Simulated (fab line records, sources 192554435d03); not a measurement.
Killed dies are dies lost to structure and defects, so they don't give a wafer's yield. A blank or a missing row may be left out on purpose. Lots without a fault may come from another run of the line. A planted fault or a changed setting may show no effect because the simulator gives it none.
Which tool did it? | flow n5_finfet | 9 lots, 24 wafers sampled, at 6 steps of a route of 1938

WHAT THE GAUGES READ, wafer by wafer
N5_BEOL_M3_OVL_MEAS_29. Usual: V2_OVL 0.2 nm, standard deviation 0.7.
lot  | measured     | on         | V2_OVL (nm)    | flag
L847 | day 9 14:14  | overlay-02 | -0.8 -0.2 -0.6 |
L854 | day 10 15:23 | overlay-01 | -0.3 0.1 0.1   |
L857 | day 11 03:25 | overlay-02 | -0.8 -0.2 0.5  |
L858 | day 11 13:02 | overlay-01 | -0.3 2.2 0.2   |
L859 | day 11 16:16 | overlay-02 | -0.8 1.5 1.2   |
L860 | day 12 02:27 | overlay-01 | 1.3 0.9 -0.3   |
L863 | day 12 17:28 | overlay-02 | 0.0 -0.6       |
L869 | day 13 19:46 | overlay-01 | 0.9 0.6        |
L868 | day 13 23:31 | overlay-01 | 0.6 0.7        |

N5_BEOL_M3_OCD_MEAS_38. Usual: trench_depth_nm 55.5 nm, standard deviation 0.8.
lot  | measured     | on     | trench_depth_nm (nm) | flag
L847 | day 9 21:19  | ocd-01 | 55.0 56.6 57.5       |
L854 | day 10 18:59 | ocd-02 | 55.2 56.5 54.9       |
L857 | day 11 06:00 | ocd-01 | 55.5 55.2 55.5       |
L858 | day 11 14:33 | ocd-01 | 56.3 55.7 56.3       |
L859 | day 12 23:05 | ocd-02 | 56.0 55.1 55.0       |
L860 | day 12 14:23 | ocd-01 | 55.5 56.4 55.4       |
L863 | day 13 08:37 | ocd-02 | 47.3 55.1            | OFF
L869 | day 14 04:41 | ocd-01 | 46.2 56.4            | OFF
L868 | day 14 23:39 | ocd-01 | 46.5 54.9            | OFF

N5_BEOL_M4_RC_MEAS_101. Usual: DIBL_N 36.0 mV/V, standard deviation 1.3; DIBL_P 36.2 mV/V, standard deviation 1.7; IOFF_N 0.155 nA/um, standard deviation 0.024; IOFF_P 0.21 nA/um, standard deviation 0.034; ION_N 674 uA/um, standard deviation 9; ION_P 463 uA/um, standard deviation 7.1; SS_N 71.4 mV/dec, standard deviation 0.5; SS_P 73.4 mV/dec, standard deviation 0.57; VT_N 250.0 mV, standard deviation 2.8; VT_P -251 mV, standard deviation 3.2.
lot  | measured     | on        | DIBL_N (mV/V)  | DIBL_P (mV/V)  | IOFF_N (nA/um)    | IOFF_P (nA/um) | ION_N (uA/um) | ION_P (uA/um) | SS_N (mV/dec)  | SS_P (mV/dec)  | VT_N (mV)         | VT_P (mV)      | flag
L847 | day 11 04:40 | prober-01 | 35.0 37.0 36.8 | 35.0 37.2 37.1 | 0.125 0.158 0.155 | 0.17 0.20 0.20 | 663 673 667   | 455 454 458   | 71.2 72.1 71.5 | 73.1 73.6 73.3 | 253.3 252.0 248.5 | -254 -251 -251 |
L854 | day 12 11:48 | prober-02 | 36.0 35.0 35.2 | 37.5 35.7 36.4 | 0.157 0.144 0.153 | 0.21 0.18 0.19 | 672 667 678   | 459 452 462   | 71.7 71.4 70.7 | 73.4 73.0 74.2 | 250.7 251.3 250.9 | -251 -252 -251 |
L857 | day 13 01:10 | prober-01 | 35.9 33.2 36.0 | 37.4 34.1 37.1 | 0.173 0.126 0.177 | 0.21 0.17 0.22 | 678 670 688   | 460 463 471   | 71.4 70.8 71.2 | 73.1 72.8 73.1 | 248.6 253.2 248.4 | -249 -251 -249 |
L858 | day 13 07:53 | prober-01 | 32.6 34.1 34.0 | 33.0 34.6 34.4 | 0.126 0.147 0.142 | 0.17 0.19 0.19 | 665 671 668   | 462 461 451   | 70.7 71.9 71.4 | 72.7 73.3 73.1 | 251.9 247.8 248.8 | -253 -251 -250 |
L859 | day 14 03:13 | prober-01 | 35.1 36.7 36.6 | 35.2 37.5 37.3 | 0.152 0.187 0.185 | 0.23 0.26 0.25 | 678 689 678   | 474 475 468   | 70.9 71.5 72.2 | 72.6 73.5 73.5 | 250.0 246.1 245.4 | -247 -244 -246 |
L860 | day 13 22:28 | prober-01 | 34.8 34.8 34.4 | 35.8 36.5 35.5 | 0.141 0.150 0.139 | 0.19 0.21 0.19 | 666 667 662   | 463 464 457   | 72.3 72.2 71.7 | 73.6 72.3 73.4 | 248.4 252.6 248.3 | -253 -249 -251 |
L863 | day 14 10:12 | prober-01 | 35.4 34.7      | 37.6 37.2      | 0.143 0.137       | 0.19 0.18      | 670 666       | 459 456       | 71.4 71.4      | 73.7 73.1      | 252.1 250.1       | -254 -253      |
L869 | day 15 11:52 | prober-01 | 34.8 34.3      | 34.3 34.5      | 0.120 0.121       | 0.19 0.19      | 668 664       | 464 464       | 71.0 70.4      | 72.4 72.5      | 255.6 253.3       | -249 -250      |
L868 | day 15 22:30 | prober-01 | 34.6 33.9      | 34.0 33.6      | 0.126 0.121       | 0.16 0.16      | 657 655       | 447 453       | 70.6 71.5      | 73.1 73.2      | 257.1 253.1       | -257 -256      |

WHICH TOOL RAN EACH LOT (tool, then ch and the chambers of the sampled wafers, then the start)
lot  | N5_BEOL_M3_VIA_ETCH_34             | N5_BEOL_M3_TRENCH_ETCH_37          | N5_BEOL_M3_ETCH_41
L847 | rie_diel-01 ch 1,2, day 9 21:03    | rie_diel-01 ch 1,2, day 9 21:09    | rie_diel-01 ch 1,2, day 9 21:19 or earlier
L854 | rie_diel-01 ch 0,1,2, day 10 18:44 | rie_diel-01 ch 0,1,2, day 10 18:50 | rie_diel-01 ch 0,1,2, day 10 18:59 or earlier
L857 | rie_diel-06 ch 2,3, day 11 05:44   | rie_diel-06 ch 2,3, day 11 05:50   | rie_diel-06 ch 2,3, day 11 06:00 or earlier
L858 | rie_diel-01 ch 1,3, day 11 14:18   | rie_diel-01 ch 1,3, day 11 14:24   | rie_diel-01 ch 1,3, day 11 14:33 or earlier
L859 | rie_diel-06 ch 0,2,3, day 12 22:50 | rie_diel-06 ch 0,2,3, day 12 22:56 | rie_diel-06 ch 0,2,3, day 12 23:05 or earlier
L860 | rie_diel-01 ch 1,2,3, day 12 14:08 | rie_diel-01 ch 1,2,3, day 12 14:14 | rie_diel-01 ch 1,2,3, day 12 14:23 or earlier
L863 | rie_diel-01 ch 2,3, day 13 08:22   | rie_diel-01 ch 2,3, day 13 08:28   | rie_diel-01 ch 2,3, day 13 08:37 or earlier
L869 | rie_diel-01 ch 0, day 14 04:26     | rie_diel-01 ch 0, day 14 04:32     | rie_diel-01 ch 0, day 14 04:41 or earlier
L868 | rie_diel-01 ch 0,1, day 14 23:24   | rie_diel-01 ch 0,1, day 14 23:30   | rie_diel-01 ch 0,1, day 14 23:39 or earlier
- N5_BEOL_M3_VIA_ETCH_34: etches the open film in C4F6/O2, target depth 69.4 nm, time 65.9 s.
- N5_BEOL_M3_TRENCH_ETCH_37: etches SiOC in C4F6/O2, target depth 55.555 nm, time 29.2 s.
- N5_BEOL_M3_ETCH_41: etches SiCN in CH3F/O2, target depth 29.9 nm, time 52.5 s.

WHAT THE TOOLS THEMSELVES READ (means of the sampled wafers that have a number; where no wafer has one, the mark that the record gives instead)
N5_BEOL_M3_VIA_ETCH_34. Usual: chamber_pressure_mTorr 14.999 mTorr, standard deviation 0.014; drypump_motor_current_A 5.9 A, standard deviation 0.56; oes_product_au 0.78 a.u., standard deviation 0.072; rf_vpp_V 667 V, standard deviation 6.6; showerhead_plenum_p_Torr 2.84 Torr, standard deviation 0.088; throttle_valve_pct 30.88 %, standard deviation 0.24.
lot  | tool        | chamber_pressure_mTorr (mTorr) | drypump_motor_current_A (A) | oes_product_au (a.u.) | rf_vpp_V (V) | showerhead_plenum_p_Torr (Torr) | throttle_valve_pct (%) | flag
L847 | rie_diel-01 | 15.021                         | 6.4                         | 0.85                  | 672          | 2.95                            | 30.89                  |
L854 | rie_diel-01 | 14.988                         | 6.4                         | 0.81                  | 669          | 2.86                            | 30.94                  |
L857 | rie_diel-06 | 15.007                         | 6.0                         | 0.77                  | 661          | 2.78                            | 31.01                  |
L858 | rie_diel-01 | 15.007                         | 6.1                         | 0.85                  | 661          | 2.80                            | 30.80                  |
L859 | rie_diel-06 | 15.022                         | 6.0                         | 0.74                  | 666          | 2.84                            | 31.06                  |
L860 | rie_diel-01 | 14.996                         | 6.2                         | 0.84                  | 667          | 2.86                            | 30.85                  |
L863 | rie_diel-01 | 14.984                         | 6.2                         | 0.88                  | 666          | 2.88                            | 30.95                  |
L869 | rie_diel-01 | 15.012                         | 6.6                         | 0.76                  | 668          | 2.74                            | 31.21                  |
L868 | rie_diel-01 | 14.999                         | 6.4                         | 0.74                  | 668          | 2.78                            | 30.95                  |

N5_BEOL_M3_TRENCH_ETCH_37. Usual: chamber_pressure_mTorr 30.000 mTorr, standard deviation 0.026; drypump_motor_current_A 5.9 A, standard deviation 0.56; oes_product_au 0.78 a.u., standard deviation 0.072; rf_vpp_V 667 V, standard deviation 6.6; showerhead_plenum_p_Torr 2.85 Torr, standard deviation 0.087; throttle_valve_pct 20.99 %, standard deviation 0.2.
lot  | tool        | chamber_pressure_mTorr (mTorr) | drypump_motor_current_A (A) | oes_product_au (a.u.) | rf_vpp_V (V) | showerhead_plenum_p_Torr (Torr) | throttle_valve_pct (%) | flag
L847 | rie_diel-01 | 29.991                         | 6.4                         | 0.85                  | 671          | 2.95                            | 20.96                  |
L854 | rie_diel-01 | 30.000                         | 6.4                         | 0.80                  | 670          | 2.87                            | 21.04                  |
L857 | rie_diel-06 | 30.006                         | 6.0                         | 0.77                  | 661          | 2.78                            | 21.04                  |
L858 | rie_diel-01 | 30.037                         | 6.1                         | 0.85                  | 661          | 2.80                            | 20.89                  |
L859 | rie_diel-06 | 29.988                         | 6.0                         | 0.75                  | 666          | 2.84                            | 21.12                  |
L860 | rie_diel-01 | 30.000                         | 6.2                         | 0.82                  | 666          | 2.87                            | 20.95                  |
L863 | rie_diel-01 | 29.971                         | 6.2                         | 0.81                  | 665          | 2.89                            | 21.00                  |
L869 | rie_diel-01 | 30.002                         | 6.6                         | 0.72                  | 666          | 2.74                            | 21.25                  |
L868 | rie_diel-01 | 29.994                         | 6.4                         | 0.70                  | 666          | 2.78                            | 21.05                  |

N5_BEOL_M3_ETCH_41. Usual: chamber_pressure_mTorr 30.003 mTorr, standard deviation 0.029; drypump_motor_current_A 5.9 A, standard deviation 0.56; oes_product_au 0.78 a.u., standard deviation 0.072; rf_vpp_V 297.4 V, standard deviation 1.7; showerhead_plenum_p_Torr 2.00 Torr, standard deviation 0.064; throttle_valve_pct 16.44 %, standard deviation 0.18.
lot  | tool        | chamber_pressure_mTorr (mTorr) | drypump_motor_current_A (A) | oes_product_au (a.u.) | rf_vpp_V (V) | showerhead_plenum_p_Torr (Torr) | throttle_valve_pct (%) | flag
L847 | rie_diel-01 | 29.998                         | 6.4                         | 0.84                  | 298.9        | 2.08                            | 16.38                  |
L854 | rie_diel-01 | 30.034                         | 6.4                         | 0.81                  | 297.6        | 2.01                            | 16.47                  |
L857 | rie_diel-06 | 29.985                         | 6.0                         | 0.77                  | 296.0        | 1.95                            | 16.47                  |
L858 | rie_diel-01 | 30.022                         | 6.1                         | 0.85                  | 295.9        | 1.96                            | 16.33                  |
L859 | rie_diel-06 | 30.011                         | 6.0                         | 0.74                  | 296.7        | 2.00                            | 16.58                  |
L860 | rie_diel-01 | 30.015                         | 6.2                         | 0.83                  | 298.1        | 2.02                            | 16.38                  |
L863 | rie_diel-01 | 30.015                         | 6.2                         | 0.88                  | 298.5        | 2.03                            | 16.42                  |
L869 | rie_diel-01 | 29.997                         | 6.6                         | 0.76                  | 295.5        | 1.92                            | 16.70                  |
L868 | rie_diel-01 | 29.996                         | 6.4                         | 0.74                  | 296.6        | 1.95                            | 16.55                  |

THE ANSWER, worked out from the rows above alone
Rule: a lot is off if the mean of its wafers that have a number lies more than 3 standard deviations from the usual mean. A lot without any number at a reading at which 4 lots or more have one is off too. The other lots that the step has rows for count as sound. The gauges are gone through in route order, then the tools' own readings, and for those a lot's mean is taken as printed above. The first step at which some lot is off is used, and at that step the reading that is off furthest; a lot without a number counts as furthest.
Off: L863, L869, L868, at N5_BEOL_M3_OCD_MEAS_38 (trench_depth_nm).
A tool fits if, at a process step before that reading, it ran every lot that is off, and no sound lot after the first of them. The gauges at N5_BEOL_M3_OCD_MEAS_38 are tried like those tools. N5_BEOL_M3_ETCH_41 gives no start for some lots, so the hours and the order of its lots are those of N5_BEOL_M3_OCD_MEAS_38. One fits: rie_diel-01 at N5_BEOL_M3_VIA_ETCH_34 and N5_BEOL_M3_TRENCH_ETCH_37 and N5_BEOL_M3_ETCH_41. At N5_BEOL_M3_VIA_ETCH_34 its last sound lot is L860 (day 12 14:08), its first lot that is off L863 (day 13 08:22): a fault that began between those two fits.

WHAT THE SIMULATOR HAD PUT IN
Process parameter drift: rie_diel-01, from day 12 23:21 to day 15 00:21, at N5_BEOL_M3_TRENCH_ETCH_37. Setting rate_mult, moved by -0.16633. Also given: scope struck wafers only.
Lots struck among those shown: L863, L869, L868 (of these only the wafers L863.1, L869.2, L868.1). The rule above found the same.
